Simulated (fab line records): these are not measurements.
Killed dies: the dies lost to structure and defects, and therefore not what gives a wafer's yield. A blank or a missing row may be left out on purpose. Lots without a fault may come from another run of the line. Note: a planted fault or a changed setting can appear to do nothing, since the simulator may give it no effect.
Matching of chambers    flow n5Finfet    N5_BEOL_M10_DEP_56 on pecvd-04 has 3 sister chambers
The step deposits SiCN from 3MS/NH3, target thk 15 nm, time 26.5 s. 6 wafers are shown with their chamber, then 9 later ones without.

## EACH WAFER AND ITS CHAMBER
wafer   chamber  throttleValvePct (%)  showerheadPlenumPTorr (Torr)
L074.1  1        8.9                   3.672
L080.6  1        8.7                   3.672
L084.5  2        8.7                   3.660
L085.2  2        8.6                   3.668
L085.3  0        9.2                   3.646
L085.4  0        9.5                   3.666

## WAFERS WITHOUT THEIR CHAMBER
wafer   throttleValvePct (%)  showerheadPlenumPTorr (Torr)
L093.3  8.9                   3.670
L093.5  9.1                   3.659
L093.6  8.1                   3.657
L094.2  8.8                   3.670
L094.3  9.2                   3.652
L094.5  8.6                   3.663
L097.3  8.7                   3.674
L097.5  8.7                   3.672
L097.6  9.3                   3.663

## EACH ONE'S CHAMBER
wafer   from the rows above           in truth
L093.3  can't be placed: 1 or 2       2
L093.5  can't be placed: 0 or 1 or 2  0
L093.6  can't be placed: 2 or 1       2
L094.2  can't be placed: 1 or 2       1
L094.3  0                             0
L094.5  can't be placed: 2 or 1       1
L097.3  can't be placed: 1 or 2       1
L097.5  can't be placed: 1 or 2       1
L097.6  0                             0
Correctly placed: 2 of 9. From these rows, 7 cannot be placed; in 7 the true chamber is one of the candidates. Wrongly placed: 0.
How it was worked out, from the rows above alone: a wafer's distance from a chamber is the root of the sum, over the readings, of the square of ((its reading less the chamber's mean) divided by the reading's scatter). If the next closest chamber is less than 2 further off than the closest, the wafer can't be placed; otherwise it belongs to the closest. Each chamber's mean is taken over the wafers shown for it. The scatter is the square root of a quotient: the sum, over the shown wafers, of each reading's squared deviation from its chamber's mean, divided by wafers minus chambers.
